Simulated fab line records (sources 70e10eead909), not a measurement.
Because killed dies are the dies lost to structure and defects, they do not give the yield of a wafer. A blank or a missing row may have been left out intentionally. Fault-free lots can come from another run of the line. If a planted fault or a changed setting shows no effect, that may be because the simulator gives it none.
Chamber matching ; flow nandHarc ; NHARC_P_M1_DEP_33 on pecvd-02 has 3 sister chambers
The step deposits SiCN, target thk 30 nm. 6 wafers are shown with their chamber, then 7 later ones without.

== WAFERS, EACH WITH ITS CHAMBER ==
wafer;chamber;heaterPowerW (W);susceptorTempC (C)
L282.1;2;684;369.80
L286.1;0;576;370.07
L286.4;0;579;369.86
L286.5;1;505;369.86
L287.1;1;535;370.00
L287.2;2;639;369.79

== WAFERS WITH NO CHAMBER GIVEN ==
wafer;heaterPowerW (W);susceptorTempC (C)
L287.6;516;369.85
L289.2;555;369.86
L289.3;574;369.89
L289.6;699;370.08
L298.4;479;369.98
L298.5;555;369.51
L298.6;709;370.01

== WHICH CHAMBER EACH WENT THROUGH ==
wafer;from the rows above;in truth
L287.6;1;1
L289.2;can't be placed: 0 or 1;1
L289.3;can't be placed: 0 or 1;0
L289.6;2;2
L298.4;1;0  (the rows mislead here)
L298.5;can't be placed: 1 or 0 or 2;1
L298.6;2;2
Correctly placed: 3 of 7. From these rows, 3 cannot be placed; in 3 the true chamber is one of the candidates. 1 placed wrongly.
How it was worked out, from the rows above alone: a wafer's distance from a chamber is the root of the sum, over the readings, of the square of ((its reading less the chamber's mean) divided by the reading's scatter). The wafer belongs to the nearest chamber; if the next one is less than 2 further off, it can't be placed. For every chamber, the mean is computed from those of its wafers that are shown. The scatter: take each reading less its chamber's mean, square it, sum over the shown wafers, divide by the number of wafers less the number of chambers, and take the root.
